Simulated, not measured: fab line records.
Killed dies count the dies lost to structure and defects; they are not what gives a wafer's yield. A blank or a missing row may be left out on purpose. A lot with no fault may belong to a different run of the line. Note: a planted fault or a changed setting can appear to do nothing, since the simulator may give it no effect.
A struck lot beside a sound one | flow nand_harc | 14 out of 1302 route steps
Sound: these wafers, L325.1, L325.2, L325.3. Wafers L337.4, L337.5, L337.6 were the ones struck. Last of all comes the cause.
Each step with rows lists, per side, the tool, then ch with its chambers, then its first start. Under that, the readings that differ: sound wafers | struck wafers | difference of the means | sigmas: that difference in standard deviations of wafers without a fault.
alike: words and numbers the same on both sides, and readings whose means are apart by under 2 such deviations; not compared: readings that were withheld, readings missing a value for some wafer, numbers with overlapping values and no deviation given by the record, and bounds like >300 which may hide the same value.
A row with sigmas, a row that says differs or no value, or rows on one side alone: a step with any of these is where the two part. Numbers that don't overlap but have no deviation are shown without sigmas and don't part them. Lack of a reading on every wafer of one side parts them only where that side has two or more wafers.

NHARC_A_DECK1_JOINT_THK_MEAS_17: measures by ellipsometry.
  sound: film_metro-02 at day 14 02:56; struck: film_metro-01 at day 19 01:05
  alike: thk_nm
NHARC_A_DECK1_JOINT_INSPECT_05:
  sound: defect_inspect-02 at day 14 02:58; struck: defect_inspect-02 at day 19 01:08
  alike: raw_defect_count
after that, 1 step with no rows for these wafers: NHARC_A_ONON_D2_DEP_00 (target thk 1000 nm).
NHARC_A_ONON_D2_THK_MEAS_02: measures by ellipsometry.
  sound: film_metro-01 at day 14 03:33; struck: film_metro-01 at day 19 01:43
  alike: thk_nm
after that, 1 step with no rows for these wafers: NHARC_A_ONON_D2_DEP_03 (target thk 1000 nm).
NHARC_A_ONON_D2_THK_MEAS_05: measures by ellipsometry.
  sound: film_metro-01 at day 14 04:07; struck: film_metro-01 at day 19 02:16
  alike: thk_nm
after that, 1 step with no rows for these wafers: NHARC_A_ONON_D2_DEP_06 (target thk 1000 nm).
NHARC_A_ONON_D2_THK_MEAS_08: measures by ellipsometry.
  sound: film_metro-02 at day 14 04:41; struck: film_metro-01 at day 19 02:50
  reading     | sound       | struck         | difference | sigmas
  thk_nm (nm) | 970 969 969 | 1026 1025 1027 | +57        | +5
after that, 1 step with no rows for these wafers: NHARC_A_ONON_D2_DEP_09 (target thk 1000 nm).
NHARC_A_ONON_D2_THK_MEAS_11: measures by ellipsometry.
  sound: film_metro-02 at day 14 05:15; struck: film_metro-01 at day 19 03:23
  alike: thk_nm
after that, 1 step with no rows for these wafers: NHARC_A_ONON_D2_DEP_12 (target thk 1000 nm).
NHARC_A_ONON_D2_THK_MEAS_14: measures by ellipsometry.
  sound: film_metro-02 at day 14 05:49; struck: film_metro-01 at day 19 03:57
  alike: thk_nm
NHARC_A_ONON_D2_ANNEAL_15: time 3600 s.
  struck on furnace-06, day 19 06:58; sound on furnace-06 ch 0, day 14 10:56
  no value came back on the struck wafers for run_length_s (s), spike_tc_bottom_C (C), spike_tc_lower_C (C), zone_power_bottom_pct (%); on the sound wafers run_length_s (s) reads 3623 3623 3623
after that, 1 step with no rows for these wafers: NHARC_A_ONON_D2_DEP_16 (target thk 1000 nm).

## WHERE THEY PART
At NHARC_A_ONON_D2_THK_MEAS_08 first; at NHARC_A_ONON_D2_ANNEAL_15 last (within this record only).

WHY: the cause the simulator had injected
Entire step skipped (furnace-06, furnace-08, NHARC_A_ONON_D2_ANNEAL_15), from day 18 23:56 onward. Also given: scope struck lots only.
